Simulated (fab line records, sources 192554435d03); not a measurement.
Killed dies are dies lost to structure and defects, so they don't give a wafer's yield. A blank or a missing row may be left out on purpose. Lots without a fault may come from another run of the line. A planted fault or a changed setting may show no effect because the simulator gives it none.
Split-lot experiment | flow n5_finfet | 7 lots, 21 wafers read, on a route of 1938 steps

THE SPLIT
At N5_BEOL_M11_COAT_64 (time 60 s, resist thk 30 nm), the setting spin_rpm was moved away from the recipe's 1500 rpm on 7 of the 21 wafers read, by -6.7% to +10.9%. The other wafers ran this setting at the recipe's value.

FROM THE SPLIT TO THE READING: what the file shows between them, 8 steps
- N5_BEOL_M11_COAT_22: resist thk 90 nm (also split here: spin_rpm)
- N5_BEOL_M11_EBR_24
- N5_BEOL_M11_SOFTBAKE_23: time 60 s
- N5_BEOL_M11_EXPOSE_25: exposes mask V10
- N5_BEOL_M11_PEB_26: peb time 60 s
- N5_BEOL_M11_DEVELOP_27: develop time 30 s
- N5_BEOL_M11_DESCUM_33: chemistry O2, time 7.9 s
- N5_BEOL_M11_ETCH_65: etches SiARC in CF4, target depth 39 nm, time 65 s

THE READING
SiARC_of_BEOL_M11_COAT_64.thk_nm (the simulator's own value, which no gauge read), in nm, at N5_BEOL_M11_ETCH_66 (etches SOC in N2/H2, target depth 120 nm, overetch 24 nm, time 180 s). The file gives no usual value for it. The 14 wafers here that ran the recipe average 22.8 nm, standard deviation 0.27 nm.

wafer  | tool, chamber at the split | spin_rpm as run, rpm | against the recipe | SiARC_of_BEOL_M11_COAT_64.thk_nm, nm | against lot-mates on the recipe
L074.1 | litho_track-02, 0          | 1437                 | -4.2%              | 23.8                                 | +1.4
L074.5 | litho_track-02, 0          | 1437                 | -4.2%              | 23.8                                 | +1.4
L074.3 | litho_track-02, 0          | 1500                 | recipe             | 22.4                                 | -
L075.3 | litho_track-04, 0          | 1500                 | recipe             | 23                                   | -
L075.5 | litho_track-04, 0          | 1500                 | recipe             | 23                                   | -
L075.4 | litho_track-04, 0          | 1500                 | recipe             | 23.2                                 | -
L082.2 | litho_track-03, 0          | 1400                 | -6.7%              | 23.8                                 | +0.9
L082.3 | litho_track-03, 0          | 1500                 | recipe             | 22.8                                 | -
L082.4 | litho_track-03, 0          | 1500                 | recipe             | 23                                   | -
L090.2 | litho_track-02, 0          | 1500                 | recipe             | 23                                   | -
L090.3 | litho_track-02, 0          | 1500                 | recipe             | 22.8                                 | -
L090.4 | litho_track-02, 0          | 1664                 | +10.9%             | 20.8                                 | -2.1
L087.1 | litho_track-03, 0          | 1500                 | recipe             | 23.2                                 | -
L087.4 | litho_track-03, 0          | 1606                 | +7.1%              | 21.8                                 | -1.4
L087.5 | litho_track-03, 0          | 1606                 | +7.1%              | 21.8                                 | -1.4
L094.3 | litho_track-04, 0          | 1500                 | recipe             | 22.6                                 | -
L094.5 | litho_track-04, 0          | 1500                 | recipe             | 22.6                                 | -
L094.4 | litho_track-04, 0          | 1500                 | recipe             | 23.2                                 | -
L097.1 | litho_track-03, 0          | 1572                 | +4.8%              | 22.6                                 | +0.1
L097.2 | litho_track-03, 0          | 1500                 | recipe             | 22.6                                 | -
L097.4 | litho_track-03, 0          | 1500                 | recipe             | 22.4                                 | -

THE FIT
A straight line over all 21 wafers: SiARC_of_BEOL_M11_COAT_64.thk_nm changes by -0.166 nm for each +1% of spin_rpm; r = -0.92; the points scatter about the line by 0.29 nm.
The same after taking each lot's own level away (the mean of its wafers on the recipe; 21 wafers): -0.19 nm for each +1%; r = -0.92; scatter 0.33 nm.
On that fit, the largest move of spin_rpm shifts the reading by 2.1 nm.
The lots' own levels span 22.40 to 23.20 nm, that is 2.9 times the standard deviation above.
So the lot-to-lot level changes the slope: the two fits differ.
Check: with one of the wafers moved furthest among these (+10.9%) left out of the fit, the line predicts -1.93 nm for it against its lot-mates. It came out at -2.1 nm against them.

OTHER SPLITS ON THESE WAFERS
These wafers also went through other splits before the reading. Each is held against what the fit with the lots' levels taken away leaves over:
other split on the same wafers   | wafers away from the commonest value | r with SiARC_of_BEOL_M11_COAT_64.thk_nm (lot level and that fit taken away)
N5_BEOL_M9_COAT_60 spin_rpm      | 4                                    | -0.07
N5_BEOL_M9_ETCH_65 bias_w        | 3                                    | +0.09
N5_BEOL_M9_TRENCH_ETCH_37 bias_w | 4                                    | +0.06
N5_BEOL_M11_COAT_22 spin_rpm     | 8                                    | +0.08

THE WHOLE CHAIN: every reading that the file lists as answering this split, in the file's order
step                | what it does                                                         | reading                                                                           | change (the file's fit)               | r (the file's)
N5_BEOL_M11_COAT_64 | time 60 s, resist thk 30 nm                                          | SiARC_of_BEOL_M11_COAT_64.thk_nm (the simulator's own value, which no gauge read) | -0.152 nm for each +1% of the setting | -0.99
N5_BEOL_M11_ETCH_65 | etches SiARC in CF4, target depth 39 nm, time 65 s                   | etch.depth_nm (the simulator's own value, which no gauge read)                    | -0.151 nm for each +1% of the setting | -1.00
N5_BEOL_M11_ETCH_66 | etches SOC in N2/H2, target depth 120 nm, overetch 24 nm, time 180 s | SiARC_of_BEOL_M11_COAT_64.thk_nm (the simulator's own value, which no gauge read) | -0.174 nm for each +1% of the setting | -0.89

THE FILE'S OWN FIT
SiARC_of_BEOL_M11_COAT_64.thk_nm changes by -0.174 nm for each +1% of spin_rpm, r = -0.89.
